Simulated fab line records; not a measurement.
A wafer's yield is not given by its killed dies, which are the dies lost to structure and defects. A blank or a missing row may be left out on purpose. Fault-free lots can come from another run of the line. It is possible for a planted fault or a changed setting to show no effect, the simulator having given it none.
Matching of chambers || flow nand harc || ald hk-03 running NHARC_A_CHANNEL_FILL_D1_ALD_02: 4 sister chambers
The step deposits SiO2, target thk 6 nm, pulse time 10 s, ald cycles 60. 22 wafers are shown with their chamber, then 11 later ones without.

WAFERS WITH THEIR CHAMBER
{"wafer": "L075.2", "chamber": 3, "heater power w (W)": 577, "precursor pulse height rel": 1.002}
{"wafer": "L075.3", "chamber": 1, "heater power w (W)": 411, "precursor pulse height rel": 1.003}
{"wafer": "L075.5", "chamber": 2, "heater power w (W)": 565, "precursor pulse height rel": 0.988}
{"wafer": "L079.2", "chamber": 1, "heater power w (W)": 407, "precursor pulse height rel": 1.013}
{"wafer": "L079.5", "chamber": 1, "heater power w (W)": 411, "precursor pulse height rel": 0.998}
{"wafer": "L079.6", "chamber": 2, "heater power w (W)": 551, "precursor pulse height rel": 1.029}
{"wafer": "L083.2", "chamber": 2, "heater power w (W)": 544, "precursor pulse height rel": 1.020}
{"wafer": "L083.3", "chamber": 1, "heater power w (W)": 412, "precursor pulse height rel": 0.995}
{"wafer": "L083.4", "chamber": 3, "heater power w (W)": 574, "precursor pulse height rel": 1.012}
{"wafer": "L086.4", "chamber": 2, "heater power w (W)": 541, "precursor pulse height rel": 1.014}
{"wafer": "L086.5", "chamber": 0, "heater power w (W)": 457, "precursor pulse height rel": 1.008}
{"wafer": "L086.6", "chamber": 1, "heater power w (W)": 416, "precursor pulse height rel": 1.025}
{"wafer": "L087.3", "chamber": 1, "heater power w (W)": 412, "precursor pulse height rel": 1.008}
{"wafer": "L087.4", "chamber": 2, "heater power w (W)": 539, "precursor pulse height rel": 1.005}
{"wafer": "L087.6", "chamber": 0, "heater power w (W)": 452, "precursor pulse height rel": 1.017}
{"wafer": "L090.4", "chamber": 0, "heater power w (W)": 462, "precursor pulse height rel": 1.007}
{"wafer": "L090.5", "chamber": 2, "heater power w (W)": 539, "precursor pulse height rel": 1.007}
{"wafer": "L090.6", "chamber": 3, "heater power w (W)": 575, "precursor pulse height rel": 0.992}
{"wafer": "L091.3", "chamber": 1, "heater power w (W)": 409, "precursor pulse height rel": 1.019}
{"wafer": "L091.4", "chamber": 3, "heater power w (W)": 555, "precursor pulse height rel": 0.984}
{"wafer": "L091.5", "chamber": 2, "heater power w (W)": 541, "precursor pulse height rel": 0.993}
{"wafer": "L093.1", "chamber": 2, "heater power w (W)": 531, "precursor pulse height rel": 0.979}

SIGNATURES, as means of the wafers listed above
{"reading": "heater power w", "chamber 0": 457.00, "chamber 1": 411.14, "chamber 2": 543.88, "chamber 3": 570.25, "scatter within a chamber": 7.95}
{"reading": "precursor pulse height rel", "chamber 0": 1.01067, "chamber 1": 1.00871, "chamber 2": 1.00438, "chamber 3": 0.99750, "scatter within a chamber": 0.0134}
Rule: a wafer lies at a distance from a chamber equal to the root of the sum of squares, over the readings, of (its reading less the chamber's mean, divided by the reading's scatter). The wafer belongs to the nearest chamber; if the next one is less than 2 further off, it can't be placed. How the scatter is found: for the shown wafers, subtract from each reading the mean of its chamber, square and add these, divide the total by (wafers less chambers), then take the root.

WAFERS WITHOUT THEIR CHAMBER
{"wafer": "L093.5", "heater power w (W)": 555, "precursor pulse height rel": 0.989}
{"wafer": "L093.6", "heater power w (W)": 574, "precursor pulse height rel": 1.034}
{"wafer": "L094.1", "heater power w (W)": 555, "precursor pulse height rel": 0.985}
{"wafer": "L094.3", "heater power w (W)": 406, "precursor pulse height rel": 1.010}
{"wafer": "L094.6", "heater power w (W)": 554, "precursor pulse height rel": 1.006}
{"wafer": "L095.1", "heater power w (W)": 555, "precursor pulse height rel": 1.031}
{"wafer": "L095.4", "heater power w (W)": 538, "precursor pulse height rel": 0.994}
{"wafer": "L095.5", "heater power w (W)": 549, "precursor pulse height rel": 0.990}
{"wafer": "L096.2", "heater power w (W)": 531, "precursor pulse height rel": 1.008}
{"wafer": "L096.4", "heater power w (W)": 419, "precursor pulse height rel": 1.011}
{"wafer": "L096.5", "heater power w (W)": 414, "precursor pulse height rel": 1.010}

THE CHAMBER EACH PASSED THROUGH
{"wafer": "L093.5", "from the rows above": "can't be placed: 2 or 3", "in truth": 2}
{"wafer": "L093.6", "from the rows above": "can't be placed: 3 or 2", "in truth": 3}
{"wafer": "L094.1", "from the rows above": "can't be placed: 2 or 3", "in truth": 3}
{"wafer": "L094.3", "from the rows above": 1, "in truth": 1}
{"wafer": "L094.6", "from the rows above": "can't be placed: 2 or 3", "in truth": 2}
{"wafer": "L095.1", "from the rows above": "can't be placed: 2 or 3", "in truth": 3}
{"wafer": "L095.4", "from the rows above": 2, "in truth": 2}
{"wafer": "L095.5", "from the rows above": "can't be placed: 2 or 3", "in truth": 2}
{"wafer": "L096.2", "from the rows above": 2, "in truth": 2}
{"wafer": "L096.4", "from the rows above": 1, "in truth": 1}
{"wafer": "L096.5", "from the rows above": 1, "in truth": 1}
Correctly placed: 5 of 11. Not placeable from these rows: 6 (in 6, the candidates include the true chamber). Placed wrongly: 0.
